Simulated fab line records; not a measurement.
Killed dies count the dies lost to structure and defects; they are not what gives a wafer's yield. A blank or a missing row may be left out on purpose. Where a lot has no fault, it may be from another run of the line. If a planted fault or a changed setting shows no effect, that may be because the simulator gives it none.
Matching of chambers || flow nand harc || rie diel-05 running NHARC_P_ZERO_WELL_DESCUM_26: 4 sister chambers
The step chemistry O2, time 3 s. 24 wafers are shown with their chamber, then 12 later ones without.

WAFERS WITH THEIR CHAMBER
{"wafer": "L075.1", "chamber": 0, "showerhead plenum p Torr (Torr)": 2.02, "throttle valve pct (%)": 11.319, "rf vpp V (V)": 59.0}
{"wafer": "L075.3", "chamber": 2, "showerhead plenum p Torr (Torr)": 2.02, "throttle valve pct (%)": 11.310, "rf vpp V (V)": 57.9}
{"wafer": "L075.4", "chamber": 1, "showerhead plenum p Torr (Torr)": 2.06, "throttle valve pct (%)": 11.317, "rf vpp V (V)": 57.9}
{"wafer": "L076.2", "chamber": 0, "showerhead plenum p Torr (Torr)": 2.02, "throttle valve pct (%)": 11.313, "rf vpp V (V)": 58.4}
{"wafer": "L076.3", "chamber": 2, "showerhead plenum p Torr (Torr)": 2.02, "throttle valve pct (%)": 11.306, "rf vpp V (V)": 58.2}
{"wafer": "L076.6", "chamber": 0, "showerhead plenum p Torr (Torr)": 2.02, "throttle valve pct (%)": 11.317, "rf vpp V (V)": 57.7}
{"wafer": "L080.3", "chamber": 2, "showerhead plenum p Torr (Torr)": 2.01, "throttle valve pct (%)": 11.312, "rf vpp V (V)": 57.3}
{"wafer": "L080.4", "chamber": 1, "showerhead plenum p Torr (Torr)": 2.06, "throttle valve pct (%)": 11.310, "rf vpp V (V)": 57.8}
{"wafer": "L080.5", "chamber": 2, "showerhead plenum p Torr (Torr)": 2.01, "throttle valve pct (%)": 11.303, "rf vpp V (V)": 58.3}
{"wafer": "L082.1", "chamber": 2, "showerhead plenum p Torr (Torr)": 2.01, "throttle valve pct (%)": 11.306, "rf vpp V (V)": 57.3}
{"wafer": "L082.5", "chamber": 2, "showerhead plenum p Torr (Torr)": 2.01, "throttle valve pct (%)": 11.313, "rf vpp V (V)": 57.8}
{"wafer": "L082.6", "chamber": 3, "showerhead plenum p Torr (Torr)": 1.91, "throttle valve pct (%)": 11.324, "rf vpp V (V)": 57.7}
{"wafer": "L086.2", "chamber": 2, "showerhead plenum p Torr (Torr)": 2.01, "throttle valve pct (%)": 11.310, "rf vpp V (V)": 57.5}
{"wafer": "L086.4", "chamber": 0, "showerhead plenum p Torr (Torr)": 2.01, "throttle valve pct (%)": 11.324, "rf vpp V (V)": 59.2}
{"wafer": "L086.6", "chamber": 3, "showerhead plenum p Torr (Torr)": 1.91, "throttle valve pct (%)": 11.318, "rf vpp V (V)": 57.9}
{"wafer": "L087.2", "chamber": 2, "showerhead plenum p Torr (Torr)": 2.01, "throttle valve pct (%)": 11.302, "rf vpp V (V)": 59.8}
{"wafer": "L087.5", "chamber": 2, "showerhead plenum p Torr (Torr)": 2.00, "throttle valve pct (%)": 11.318, "rf vpp V (V)": 58.2}
{"wafer": "L087.6", "chamber": 3, "showerhead plenum p Torr (Torr)": 1.91, "throttle valve pct (%)": 11.297, "rf vpp V (V)": 57.7}
{"wafer": "L089.2", "chamber": 2, "showerhead plenum p Torr (Torr)": 2.00, "throttle valve pct (%)": 11.310, "rf vpp V (V)": 58.6}
{"wafer": "L089.3", "chamber": 1, "showerhead plenum p Torr (Torr)": 2.05, "throttle valve pct (%)": 11.311, "rf vpp V (V)": 58.6}
{"wafer": "L089.4", "chamber": 3, "showerhead plenum p Torr (Torr)": 1.90, "throttle valve pct (%)": 11.301, "rf vpp V (V)": 57.0}
{"wafer": "L089.1", "chamber": 0, "showerhead plenum p Torr (Torr)": 2.01, "throttle valve pct (%)": 11.320, "rf vpp V (V)": 57.6}
{"wafer": "L089.5", "chamber": 2, "showerhead plenum p Torr (Torr)": 2.00, "throttle valve pct (%)": 11.311, "rf vpp V (V)": 58.4}
{"wafer": "L089.6", "chamber": 1, "showerhead plenum p Torr (Torr)": 2.05, "throttle valve pct (%)": 11.307, "rf vpp V (V)": 58.4}

SIGNATURES (averages over the wafers above)
{"reading": "showerhead plenum p Torr", "chamber 0": 2.0160, "chamber 1": 2.0550, "chamber 2": 2.0091, "chamber 3": 1.9075, "scatter within a chamber": 0.00627}
{"reading": "throttle valve pct", "chamber 0": 11.31860, "chamber 1": 11.31125, "chamber 2": 11.30918, "chamber 3": 11.31000, "scatter within a chamber": 0.00649}
{"reading": "rf vpp V", "chamber 0": 58.380, "chamber 1": 58.175, "chamber 2": 58.118, "chamber 3": 57.575, "scatter within a chamber": 0.636}
Rule: for a wafer and a chamber, the distance is found by dividing, reading by reading, the gap between the wafer's reading and the chamber's mean by the reading's scatter, squaring, summing and taking the root. If the next closest chamber is less than 2 further off than the closest, the wafer can't be placed; otherwise it belongs to the closest. The scatter: take each reading less its chamber's mean, square it, sum over the shown wafers, divide by the number of wafers less the number of chambers, and take the root.

WAFERS MISSING THEIR CHAMBER
{"wafer": "L092.2", "showerhead plenum p Torr (Torr)": 2.00, "throttle valve pct (%)": 11.302, "rf vpp V (V)": 58.5}
{"wafer": "L092.4", "showerhead plenum p Torr (Torr)": 2.01, "throttle valve pct (%)": 11.317, "rf vpp V (V)": 57.5}
{"wafer": "L092.5", "showerhead plenum p Torr (Torr)": 1.90, "throttle valve pct (%)": 11.314, "rf vpp V (V)": 57.5}
{"wafer": "L092.1", "showerhead plenum p Torr (Torr)": 2.04, "throttle valve pct (%)": 11.315, "rf vpp V (V)": 58.4}
{"wafer": "L092.3", "showerhead plenum p Torr (Torr)": 1.90, "throttle valve pct (%)": 11.323, "rf vpp V (V)": 58.0}
{"wafer": "L092.6", "showerhead plenum p Torr (Torr)": 2.00, "throttle valve pct (%)": 11.307, "rf vpp V (V)": 58.0}
{"wafer": "L093.1", "showerhead plenum p Torr (Torr)": 1.90, "throttle valve pct (%)": 11.304, "rf vpp V (V)": 57.9}
{"wafer": "L093.2", "showerhead plenum p Torr (Torr)": 2.01, "throttle valve pct (%)": 11.311, "rf vpp V (V)": 58.6}
{"wafer": "L093.4", "showerhead plenum p Torr (Torr)": 2.00, "throttle valve pct (%)": 11.301, "rf vpp V (V)": 56.7}
{"wafer": "L094.1", "showerhead plenum p Torr (Torr)": 2.00, "throttle valve pct (%)": 11.321, "rf vpp V (V)": 59.1}
{"wafer": "L094.2", "showerhead plenum p Torr (Torr)": 2.04, "throttle valve pct (%)": 11.302, "rf vpp V (V)": 57.7}
{"wafer": "L094.4", "showerhead plenum p Torr (Torr)": 2.01, "throttle valve pct (%)": 11.298, "rf vpp V (V)": 59.3}

WHICH CHAMBER EACH ONE RAN IN
{"wafer": "L092.2", "from the rows above": "can't be placed: 2 or 0", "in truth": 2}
{"wafer": "L092.4", "from the rows above": "can't be placed: 2 or 0", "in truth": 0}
{"wafer": "L092.5", "from the rows above": 3, "in truth": 3}
{"wafer": "L092.1", "from the rows above": "can't be placed: 1 or 0", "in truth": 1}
{"wafer": "L092.3", "from the rows above": 3, "in truth": 3}
{"wafer": "L092.6", "from the rows above": "can't be placed: 2 or 0", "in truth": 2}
{"wafer": "L093.1", "from the rows above": 3, "in truth": 3}
{"wafer": "L093.2", "from the rows above": "can't be placed: 2 or 0", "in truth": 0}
{"wafer": "L093.4", "from the rows above": "can't be placed: 2 or 0", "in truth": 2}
{"wafer": "L094.1", "from the rows above": "can't be placed: 2 or 0", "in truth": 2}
{"wafer": "L094.2", "from the rows above": "can't be placed: 1 or 0", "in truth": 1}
{"wafer": "L094.4", "from the rows above": "can't be placed: 2 or 0", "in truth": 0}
Correct placement for 3 of the 12. These rows do not allow placing 9 (true chamber among the candidates in 9). Placed wrongly: 0.
